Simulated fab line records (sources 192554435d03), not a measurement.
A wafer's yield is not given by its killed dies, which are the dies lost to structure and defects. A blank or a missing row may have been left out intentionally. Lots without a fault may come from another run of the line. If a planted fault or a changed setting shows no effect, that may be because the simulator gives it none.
Split-lot experiment | flow n5 finfet | 21 wafers read across 7 lots, on a route 1938 steps long

== SPLIT DETAILS ==
At N5_BEOL_M6_ETCH_62 (etches SOC in N2/H2, target depth 110 nm, overetch 22 nm, time 165 s), the setting time s was moved away from the recipe's 165 s on 3 of the 21 wafers read, by +6.9% to +13.9%. This setting was run at the recipe's value on the other wafers.

== FROM THE SPLIT TO THE READING: what the file shows between them, 2 steps ==
- N5_BEOL_M6_STRIP_68: strips in N2/H2
- N5_BEOL_M6_STRIP_67: strips in CF4

== THE READING ==
etch.depth nm (the simulator's own value, which no gauge read), in nm, at N5_BEOL_M6_HM_OPEN_17 (chemistry Cl2/BCl3, target TiN, target depth 20 nm, overetch 6 nm). There is no usual value for it anywhere in the file. Average 19.99 nm, standard deviation 0.21 nm, over the 18 wafers here run with the recipe.

wafer  | tool, chamber at the split | time s as run, s | against the recipe | etch.depth nm, nm | against lot-mates on the recipe
L076.1 | rie diel-05, 2,3,2         | 165              | recipe             | 20.36             | -
L076.3 | rie diel-05, 2,3,2         | 165              | recipe             | 20.3              | -
L076.5 | rie diel-05, 2,3,2         | 165              | recipe             | 20.31             | -
L080.1 | rie diel-05, 1,0,3         | 165              | recipe             | 19.85             | -
L080.2 | rie diel-05, 1,0,3         | 165              | recipe             | 20.1              | -
L080.3 | rie diel-05, 1,0,3         | 165              | recipe             | 19.86             | -
L081.2 | rie diel-03, 1,3           | 165              | recipe             | 19.91             | -
L081.3 | rie diel-03, 3             | 188              | +13.9%             | 17.51             | -2.35
L081.5 | rie diel-03, 1,3           | 165              | recipe             | 19.81             | -
L089.1 | rie diel-01, 1,3           | 165              | recipe             | 20.13             | -
L089.2 | rie diel-01, 1,3           | 165              | recipe             | 19.96             | -
L089.4 | rie diel-01, 0             | 185.6            | +12.5%             | 17.99             | -2.06
L088.3 | rie diel-01, 2,3           | 165              | recipe             | 20.07             | -
L088.4 | rie diel-01, 0             | 176.4            | +6.9%              | 18.9              | -1.05
L088.5 | rie diel-01, 2,3           | 165              | recipe             | 19.82             | -
L097.1 | rie diel-03, 2,0,3         | 165              | recipe             | 19.7              | -
L097.2 | rie diel-03, 2,0,3         | 165              | recipe             | 19.77             | -
L097.4 | rie diel-03, 2,0,3         | 165              | recipe             | 19.67             | -
L095.2 | rie diel-03, 3,0,0         | 165              | recipe             | 20.13             | -
L095.4 | rie diel-03, 3,0,0         | 165              | recipe             | 19.95             | -
L095.5 | rie diel-03, 3,0,0         | 165              | recipe             | 20.16             | -
Where a row lists several chambers, the file gives one row for several wafers and doesn't say which wafer went through which chamber.

THE FIT
A straight line over all 21 wafers: etch.depth nm changes by -0.169 nm for each +1% of time s; r = -0.96; the points scatter about the line by 0.2 nm.
The same after taking each lot's own level away (the mean of its wafers on the recipe; 21 wafers): -0.165 nm for each +1%; r = -0.99; scatter 0.084 nm.
Per that fit: largest time s move, reading shift of 2.3 nm.
The lots' own levels span 19.713 to 20.323 nm, that is 3.0 times the standard deviation above.
Hence the lot-to-lot level has little effect on the slope; both slopes agree.
Check: with one of the wafers moved furthest among these (+13.9%) left out of the fit, the line predicts -2.25 nm for it against its lot-mates. It came out at -2.35 nm against them.

== THE FILE'S OWN FIT ==
etch.depth nm changes by -0.165 nm for each +1% of time s, r = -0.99.
